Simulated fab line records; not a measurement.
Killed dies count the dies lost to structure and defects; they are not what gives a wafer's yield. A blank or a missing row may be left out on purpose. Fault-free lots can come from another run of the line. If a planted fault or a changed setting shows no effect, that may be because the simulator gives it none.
Matching of chambers :: flow nandHarc :: NHARC_A_STAIRCASE_ETCH_253 on rieDiel-04 has 4 sister chambers
The step etches the open film in C4F8/O2, target depth 50 nm, time 20.2 s. 4 wafers are shown with their chamber, then 12 later ones without.

== EACH WAFER AND ITS CHAMBER ==
wafer: L089.3
chamber: 3
rfVppV (V): 895

wafer: L090.2
chamber: 2
rfVppV (V): 892

wafer: L090.4
chamber: 0
rfVppV (V): 899

wafer: L090.5
chamber: 1
rfVppV (V): 894

== WAFERS WITHOUT THEIR CHAMBER ==
wafer: L094.1
rfVppV (V): 895

wafer: L094.4
rfVppV (V): 893

wafer: L094.6
rfVppV (V): 898

wafer: L096.2
rfVppV (V): 895

wafer: L096.3
rfVppV (V): 893

wafer: L096.5
rfVppV (V): 895

wafer: L097.1
rfVppV (V): 892

wafer: L097.2
rfVppV (V): 898

wafer: L097.6
rfVppV (V): 893

wafer: L097.3
rfVppV (V): 894

wafer: L097.4
rfVppV (V): 896

wafer: L097.5
rfVppV (V): 896

== THE CHAMBER EACH PASSED THROUGH ==
wafer: L094.1
from the rows above: can't be placed: 3 or 1
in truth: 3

wafer: L094.4
from the rows above: can't be placed: 1 or 2 or 3
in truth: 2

wafer: L094.6
from the rows above: 0
in truth: 0

wafer: L096.2
from the rows above: can't be placed: 3 or 1
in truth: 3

wafer: L096.3
from the rows above: can't be placed: 1 or 2 or 3
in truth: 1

wafer: L096.5
from the rows above: can't be placed: 3 or 1
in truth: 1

wafer: L097.1
from the rows above: 2
in truth: 2

wafer: L097.2
from the rows above: 0
in truth: 0

wafer: L097.6
from the rows above: can't be placed: 1 or 2 or 3
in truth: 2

wafer: L097.3
from the rows above: can't be placed: 1 or 3
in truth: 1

wafer: L097.4
from the rows above: can't be placed: 3 or 1
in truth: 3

wafer: L097.5
from the rows above: can't be placed: 3 or 1
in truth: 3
Correct placement for 3 of the 12. Cannot be placed on the basis of these rows: 9; the candidates contain the true chamber in 9. 0 placed wrongly.
How it was worked out, from the rows above alone: a wafer's distance from a chamber is the root of the sum, over the readings, of the square of ((its reading less the chamber's mean) divided by the reading's scatter). The wafer belongs to the nearest chamber; if the next one is less than 2 further off, it can't be placed. Each chamber's mean is taken over the wafers shown for it. The scatter: root of mean squared gap, hidden wafer to nearest shown wafer, with one shown wafer a chamber.
